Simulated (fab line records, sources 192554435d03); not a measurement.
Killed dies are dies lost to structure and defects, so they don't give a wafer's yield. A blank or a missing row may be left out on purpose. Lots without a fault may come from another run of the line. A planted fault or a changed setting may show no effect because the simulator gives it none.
Which tool did it? | flow n5_finfet | 12 lots, 36 wafers sampled, at 2 steps of a route of 1938

WHAT THE GAUGES READ, wafer by wafer
N5_BEOL_M12_CD_MEAS_17: target cd 140 nm.
lot  | measured     | on        | cd_nm (nm)
L075 | day 11 08:46 | cd_sem-02 | 139.0 139.6 139.4
L076 | day 11 10:32 | cd_sem-02 | 141.6 139.6 139.9
L080 | day 12 02:57 | cd_sem-02 | 140.9 136.2 140.4
L081 | day 12 09:08 | cd_sem-02 | 142.9 145.6 142.3
L083 | day 12 22:37 | cd_sem-02 | 142.7 141.4 142.5
L086 | day 13 09:21 | cd_sem-02 | 138.0 139.1 142.3
L087 | day 14 08:34 | cd_sem-01 | 144.3 140.3 143.3
L088 | day 14 15:52 | cd_sem-01 | 142.3 139.0 139.4
L089 | day 15 08:22 | cd_sem-02 | 139.8 141.5 138.9
L093 | day 15 15:23 | cd_sem-02 | 139.9 142.5 141.5
L095 | day 16 06:53 | cd_sem-01 | 143.5 140.0 142.1
L097 | day 17 00:25 | cd_sem-03 | 141.2 140.4 141.5

WHICH TOOL RAN EACH LOT (tool, then ch and the chambers of the sampled wafers, then the start)
lot  | N5_BEOL_M11_DEP_56
L075 | pecvd-02 ch 0,1, day 11 07:09
L076 | pecvd-02 ch 0,1, day 11 09:23
L080 | pecvd-04 ch 0,1, day 12 01:49
L081 | pecvd-04 ch 0,1, day 12 07:52
L083 | pecvd-02 ch 0,1,2, day 12 20:59
L086 | pecvd-04 ch 0,2, day 13 08:05
L087 | pecvd-02 ch 0,1, day 14 06:55
L088 | pecvd-04 ch 0,1, day 14 14:41
L089 | pecvd-01 ch 0,2, day 15 07:12
L093 | pecvd-02 ch 0,1,2, day 15 14:16
L095 | pecvd-01 ch 0,1, day 16 05:40
L097 | pecvd-02 ch 0,1, day 16 23:01
- N5_BEOL_M11_DEP_56: deposits SiCN from 3MS/NH3, target thk 30 nm, time 10.5 s.

THE ANSWER, worked out from the rows above alone
Rule: what is usual is taken from the lots themselves. Put in order of their means at a reading, lots are off if they are a third of the lots or fewer, leave a main group of 4 or more, and stand apart from it by a gap of 3 or more times the standard deviation of the main group's means; of several such gaps the widest counts. A main group whose means are all the same, to the digits that the tables above print for the reading, isn't used. A lot without any number at a reading at which 4 lots or more have one is off too. The other lots that the step has rows for count as sound.
No lot is off at any reading shown: from this, nothing can be told.

WHAT THE SIMULATOR HAD PUT IN
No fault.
